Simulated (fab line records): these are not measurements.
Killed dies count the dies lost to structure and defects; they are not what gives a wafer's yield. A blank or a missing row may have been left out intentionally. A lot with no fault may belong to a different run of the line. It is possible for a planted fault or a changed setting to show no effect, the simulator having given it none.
A struck lot beside a sound one ; flow n5_finfet ; 17 out of 1938 route steps
Sound: wafers L684.1, L684.5, L684.6. Struck: wafer L686.2 (left out: L686.3, L686.5 of the same lot, which were not struck); the cause appears at the end.
For every step that has rows: the tool of each side, followed by ch and its chambers, followed by its first start. Under that, the readings that differ: sound wafers ; struck wafers ; difference of the means ; sigmas: that difference in standard deviations of wafers without a fault.
alike: same words and numbers on both sides, and readings whose means sit less than 2 such deviations apart. not compared: any withheld reading, any reading some wafer has no value for, any bound like >300 that may hide the same value, and any number with overlapping values for which the record gives no deviation.
Wherever a step has rows on one side only, a row that says differs or no value, or a row with sigmas, the two part there. Numbers that don't overlap but have no deviation are shown without sigmas and don't part them. A reading missing from all wafers of one side parts the sides only when that side holds two or more wafers.

first, 7 steps without rows for these wafers: N5_FIN_SAQP_COAT_50 (time 60 s, resist thk 35 nm); N5_FIN_SAQP_COAT_10 (resist thk 90 nm); N5_FIN_SAQP_EBR_12; N5_FIN_SAQP_SOFTBAKE_11 (time 60 s); N5_FIN_SAQP_EXPOSE_13 (exposes mask FIN CORE, target cd 35.6 nm); N5_FIN_SAQP_PEB_14 (peb time 60 s); N5_FIN_SAQP_DEVELOP_15 (develop time 30 s).
N5_FIN_SAQP_CD_MEAS_16 targets a cd of 35.6 nm.
  sound on cd_sem-02 ch 0, day 3 03:44; struck on cd_sem-03 ch 0, day 3 16:04
  alike: cd_nm
N5_FIN_SAQP_OVL_MEAS_17:
  sound on overlay-02 ch 0, day 3 03:46; struck on overlay-01 ch 0, day 3 16:07
  alike: FIN_CORE_OVL
N5_FIN_SAQP_INSPECT_18: inspects for defects (brightfield).
  sound: defect_inspect-02 at day 3 03:47; struck: defect_inspect-02 at day 3 16:08
  alike: raw_defect_count
N5_FIN_SAQP_DESCUM_21: chemistry O2, time 7.9 s.
  sound on rie_diel-03 ch 1,2, day 3 03:50; struck on rie_diel-03 ch 0, day 3 16:10
reading;sound;struck;difference;sigmas
drypump_motor_current_A (A);5.0 5.6 5.0;5.9;+0.7;+2
  alike: o2_flow_sccm, oes_product_au, rf_vpp_V, showerhead_plenum_p_Torr, throttle_valve_pct
  not compared: rf_hours_counter_h
N5_FIN_SAQP_ETCH_51: etches SiARC in CF4, target depth 45.5 nm, time 75.8 s.
  sound on rie_diel-03 ch 1,2, day 3 03:52; struck on rie_diel-03 ch 0, day 3 16:12
reading;sound;struck;difference;sigmas
drypump_motor_current_A (A);5.0 5.6 5.0;5.9;+0.7;+2
  alike: etch_rf_on_time_s, oes_product_au, rf_vpp_V, showerhead_plenum_p_Torr, throttle_valve_pct
  not compared: rf_hours_counter_h
N5_FIN_SAQP_ETCH_52: etches SOC in N2/H2, target depth 100 nm, overetch 20 nm, time 150 s.
  sound on rie_diel-03 ch 1,2, day 3 03:55; struck on rie_diel-03 ch 0, day 3 16:16
reading;sound;struck;difference;sigmas
drypump_motor_current_A (A);5.0 5.6 5.0;5.9;+0.7;+2
model.SiARC_of_FIN_SAQP_COAT_50.thk_nm (nm);29.34 29.02 29.45;26.37;-2.90;
  alike: oes_product_au, rf_vpp_V, showerhead_plenum_p_Torr, throttle_valve_pct
  not compared: rf_hours_counter_h
then, 1 step without rows for these wafers: N5_FIN_SAQP_STRIP_53 (strips in N2/H2).
N5_FIN_SAQP_HM_OPEN_73: chemistry CHF3/O2, target SiO2, stops on a-Si, target depth 12 nm, time 16.8 s.
  sound on rie_diel-03 ch 1,2, day 3 04:01; struck on rie_diel-03 ch 0, day 3 16:22
reading;sound;struck;difference;sigmas
model.SiARC_of_FIN_SAQP_COAT_50.thk_nm (nm);5.896 4.605 6.099;2.898;-2.635;
  alike: drypump_motor_current_A, oes_ar_750_au, oes_product_au, rf_vpp_V, showerhead_plenum_p_Torr, throttle_valve_pct
  not compared: rf_hours_counter_h
then, 1 step without rows for these wafers: N5_FIN_SAQP_STRIP_74 (strips in CHF3/O2).
-- here the record skips 7 days between the struck wafers' starts before and after, leaving off in module FIN_SAQP and picking up in module BEOL_M4 (first step shown: number 1111 of the route) --
N5_BEOL_M4_RC_MEAS_101:
  sound on prober-02 ch 0, day 9 14:19; struck on prober-01 ch 0, day 10 05:06
reading;sound;struck;difference;sigmas
SS_N (mV/dec);71.1 70.7 70.3;72.1;+1.4;+2
  alike: DIBL_N, DIBL_P, IOFF_N, IOFF_P, ION_N, ION_P, SS_P, VT_N, VT_P

WHERE THEY PART
Last at N5_BEOL_M4_RC_MEAS_101 as far as this record goes, first at N5_FIN_SAQP_DESCUM_21.

WHY: what the simulator had put in
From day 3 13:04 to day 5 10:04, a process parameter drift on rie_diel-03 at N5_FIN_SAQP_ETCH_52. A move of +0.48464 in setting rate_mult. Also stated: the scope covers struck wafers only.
